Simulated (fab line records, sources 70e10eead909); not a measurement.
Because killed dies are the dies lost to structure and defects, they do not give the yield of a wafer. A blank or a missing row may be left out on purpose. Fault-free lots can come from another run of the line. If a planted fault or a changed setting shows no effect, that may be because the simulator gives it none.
Which tool is to blame? / flow nand harc / 6 lots with 18 wafers sampled at 4 steps, on a route of 1302 steps

== WHAT THE GAUGES SHOWED, per wafer ==
NHARC_P_GATE_CD_MEAS_59: target cd 720 nm.
lot=L535; measured=day 6 04:44; on=cd sem-03; cd nm (nm)=720.8 720.9 720.5
lot=L538; measured=day 7 09:08; on=cd sem-01; cd nm (nm)=723.2 722.2 722.2
lot=L542; measured=day 9 01:55; on=cd sem-03; cd nm (nm)=720.9 720.3 721.5
lot=L547; measured=day 11 01:32; on=cd sem-03; cd nm (nm)=719.9 718.4 720.4
lot=L548; measured=day 11 16:10; on=cd sem-03; cd nm (nm)=719.6 719.3 719.1
lot=L553; measured=day 13 11:35; on=cd sem-03; cd nm (nm)=714.5 713.5 713.9

== WHAT TOOL EACH LOT RAN ON (gives the tool, then ch and the chambers of the sampled wafers, and finally the start) ==
lot=L535; NHARC_P_GATE_ALD_36=ald sin-02 ch 0,1, day 5 16:20; NHARC_P_GATE_STRIP_111=plasma asher-02 ch 0,1, day 6 03:41; NHARC_P_GATE_PEB_57=litho track-03 ch 0, day 6 04:39
lot=L538; NHARC_P_GATE_ALD_36=ald sin-02 ch 1,2,3, day 6 23:06; NHARC_P_GATE_STRIP_111=plasma asher-02 ch 0,1, day 7 08:02; NHARC_P_GATE_PEB_57=litho track-03 ch 0, day 7 09:02
lot=L542; NHARC_P_GATE_ALD_36=ald sin-04 ch 0,1,2, day 8 14:44; NHARC_P_GATE_STRIP_111=plasma asher-02 ch 0,1, day 9 00:42; NHARC_P_GATE_PEB_57=litho track-05 ch 0, day 9 01:50
lot=L547; NHARC_P_GATE_ALD_36=ald sin-01 ch 0,1,2, day 10 13:13; NHARC_P_GATE_STRIP_111=plasma asher-01 ch 0,1, day 11 00:19; NHARC_P_GATE_PEB_57=litho track-02 ch 0, day 11 01:27
lot=L548; NHARC_P_GATE_ALD_36=ald sin-02 ch 1,2,3, day 11 07:08; NHARC_P_GATE_STRIP_111=plasma asher-02 ch 0,1, day 11 15:02; NHARC_P_GATE_PEB_57=litho track-03 ch 0, day 11 16:04
lot=L553; NHARC_P_GATE_ALD_36=ald sin-01 ch 0,2,3, day 13 00:28; NHARC_P_GATE_STRIP_111=plasma asher-01 ch 1, day 13 10:20; NHARC_P_GATE_PEB_57=litho track-02 ch 0, day 13 11:29
- NHARC_P_GATE_ALD_36: deposits SiNx, target thk 20 nm, pulse time 60 s, ald cycles 223.
- NHARC_P_GATE_STRIP_111: strips in N2/H2, time 250 s.
- NHARC_P_GATE_PEB_57: peb time 85 s.

== THE ANSWER, worked out from the rows above alone ==
Rule: usual is defined by the lots themselves. Put in order of their means at a reading, lots are off if they are a third of the lots or fewer, leave a main group of 4 or more, and stand apart from it by a gap of 3 or more times the standard deviation of the main group's means; of several such gaps the widest counts. A main group whose means are all the same, to the digits that the tables above print for the reading, isn't used. A lot without any number at a reading at which 4 lots or more have one is off too. All remaining lots with rows at the step are treated as sound.
Off at NHARC_P_GATE_CD_MEAS_59 (cd nm): L553. The main group: mean 720.6 nm, standard deviation 1.1.
A tool fits if, at a process step before that reading, it ran every lot that is off, and no sound lot after the first of them. The gauges at NHARC_P_GATE_CD_MEAS_59 are tried like those tools. Can't be told from this: 4 tools fit, ald sin-01 at NHARC_P_GATE_ALD_36, plasma asher-01 at NHARC_P_GATE_STRIP_111, litho track-02 at NHARC_P_GATE_PEB_57, cd sem-03 at NHARC_P_GATE_CD_MEAS_59.

== WHAT HAD BEEN PUT IN BY THE SIMULATOR ==
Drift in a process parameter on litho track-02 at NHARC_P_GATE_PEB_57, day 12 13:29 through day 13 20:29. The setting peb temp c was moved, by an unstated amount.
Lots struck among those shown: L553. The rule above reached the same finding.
